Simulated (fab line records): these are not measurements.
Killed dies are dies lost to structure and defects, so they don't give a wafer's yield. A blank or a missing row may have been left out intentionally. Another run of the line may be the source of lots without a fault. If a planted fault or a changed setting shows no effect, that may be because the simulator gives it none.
Chamber matching + flow n5 finfet + N5_BEOL_M7_DESCUM_16 on rie diel-02: 4 sister chambers
The step chemistry O2, time 7.9 s. 14 wafers are shown with their chamber, then 7 later ones without.

WAFERS PAIRED WITH THEIR CHAMBERS
| wafer  | chamber | showerhead plenum p Torr (Torr) | throttle valve pct (%) | drypump motor current A (A) |
|--------|---------|---------------------------------|------------------------|-----------------------------|
| L081.3 | 1       | 2.11                            | 20.63                  | 6.0                         |
| L081.4 | 3       | 2.21                            | 20.24                  | 5.7                         |
| L081.6 | 0       | 2.11                            | 20.60                  | 5.6                         |
| L086.1 | 2       | 2.17                            | 20.51                  | 5.7                         |
| L086.2 | 0       | 2.11                            | 20.60                  | 5.6                         |
| L086.3 | 3       | 2.21                            | 20.22                  | 5.7                         |
| L087.1 | 2       | 2.17                            | 20.52                  | 5.7                         |
| L087.2 | 3       | 2.21                            | 20.24                  | 5.7                         |
| L087.5 | 2       | 2.17                            | 20.53                  | 5.7                         |
| L089.1 | 1       | 2.10                            | 20.66                  | 6.0                         |
| L089.4 | 3       | 2.21                            | 20.25                  | 5.7                         |
| L089.6 | 1       | 2.10                            | 20.65                  | 6.0                         |
| L092.2 | 2       | 2.17                            | 20.53                  | 5.7                         |
| L092.4 | 1       | 2.10                            | 20.69                  | 6.1                         |

SIGNATURES (means of the wafers above)
| reading                  | chamber 0 | chamber 1 | chamber 2 | chamber 3 | scatter within a chamber |
|--------------------------|-----------|-----------|-----------|-----------|--------------------------|
| showerhead plenum p Torr | 2.1100    | 2.1025    | 2.1700    | 2.2100    | 0.00274                  |
| throttle valve pct       | 20.6000   | 20.6575   | 20.5225   | 20.2375   | 0.0162                   |
| drypump motor current A  | 5.600     | 6.025     | 5.700     | 5.700     | 0.0274                   |
Rule: for each reading, subtract the chamber's mean from the wafer's reading, divide by that reading's scatter and square the result; add these up over the readings and take the root, which gives the wafer's distance from the chamber. The wafer belongs to the nearest chamber; if the next one is less than 2 further off, it can't be placed. The scatter: take each reading less its chamber's mean, square it, sum over the shown wafers, divide by the number of wafers less the number of chambers, and take the root.

WAFERS WHOSE CHAMBER IS MISSING
| wafer  | showerhead plenum p Torr (Torr) | throttle valve pct (%) | drypump motor current A (A) |
|--------|---------------------------------|------------------------|-----------------------------|
| L092.5 | 2.17                            | 20.53                  | 5.7                         |
| L093.2 | 2.10                            | 20.63                  | 5.5                         |
| L093.4 | 2.20                            | 20.27                  | 5.7                         |
| L093.6 | 2.10                            | 20.63                  | 5.6                         |
| L097.1 | 2.10                            | 20.65                  | 5.6                         |
| L097.3 | 2.09                            | 20.71                  | 6.0                         |
| L097.6 | 2.20                            | 20.27                  | 5.7                         |

THE CHAMBER EACH PASSED THROUGH
| wafer  | from the rows above | in truth |
|--------|---------------------|----------|
| L092.5 | 2                   | 2        |
| L093.2 | 0                   | 0        |
| L093.4 | 3                   | 3        |
| L093.6 | 0                   | 0        |
| L097.1 | 0                   | 0        |
| L097.3 | 1                   | 1        |
| L097.6 | 3                   | 3        |
Placed correctly: 7 of 7. Not placeable from these rows: 0. Wrongly placed: 0.
